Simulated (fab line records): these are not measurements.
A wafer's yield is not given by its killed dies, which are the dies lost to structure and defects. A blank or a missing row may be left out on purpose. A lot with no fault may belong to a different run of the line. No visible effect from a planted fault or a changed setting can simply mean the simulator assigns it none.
Which tool did it? | flow nand-harc | 21 wafers from 7 lots sampled at 2 of the route's 1159 steps

## WHAT THE GAUGES READ, wafer by wafer
NHARC_THIN_TSV_CD_MEAS_16.
lot  | measured     | on        | cd-nm (nm)
L213 | day 18 21:52 | cd-sem-02 | 1001.8 998.8 998.8
L215 | day 19 03:32 | cd-sem-03 | 1000.0 1002.9 999.2
L220 | day 20 01:18 | cd-sem-01 | 1003.8 1001.0 1000.0
L225 | day 21 20:16 | cd-sem-01 | 1002.7 1001.8 1001.5
L232 | day 23 02:23 | cd-sem-03 | 1002.2 999.5 1000.5
L235 | day 24 16:35 | cd-sem-01 | 1002.1 1000.0 1000.1
L236 | day 25 02:31 | cd-sem-02 | 996.6 999.4 1000.3

## TOOL THAT RAN EACH LOT (tool first, then ch and the chambers of the sampled wafers, then the start)
lot  | NHARC_A_CONTACT_ETCH_122
L213 | har-cap-etch-02 ch 0,1, day 16 05:29
L215 | har-cap-etch-02 ch 0,1, day 16 18:19
L220 | har-cap-etch-02 ch 0,1, day 17 18:36
L225 | har-cap-etch-02 ch 0,1, day 19 11:48
L232 | har-cap-etch-01 ch 0,1, day 20 16:29
L235 | har-cap-etch-02 ch 0,1, day 21 23:20
L236 | har-cap-etch-02 ch 0,1, day 22 13:47
- NHARC_A_CONTACT_ETCH_122: etches the open film in C4F8/O2/Ar, time 95 s, target depth 930 nm.

## THE ANSWER, worked out from the rows above alone
Rule: usual is defined by the lots themselves. The widest of any qualifying gaps counts: lots, ordered by their means at a reading, are off when they make up no more than a third of the lots, leave a main group of 4 or more, and stand apart from it by 3 or more times the standard deviation of that group's means. Not used: any main group whose means are identical at the precision the tables above print for the reading. A lot without any number at a reading at which 4 lots or more have one is off too. All remaining lots with rows at the step are treated as sound.
Nothing can be told from this: no lot is off at any reading shown.

## WHAT THE SIMULATOR HAD PUT IN
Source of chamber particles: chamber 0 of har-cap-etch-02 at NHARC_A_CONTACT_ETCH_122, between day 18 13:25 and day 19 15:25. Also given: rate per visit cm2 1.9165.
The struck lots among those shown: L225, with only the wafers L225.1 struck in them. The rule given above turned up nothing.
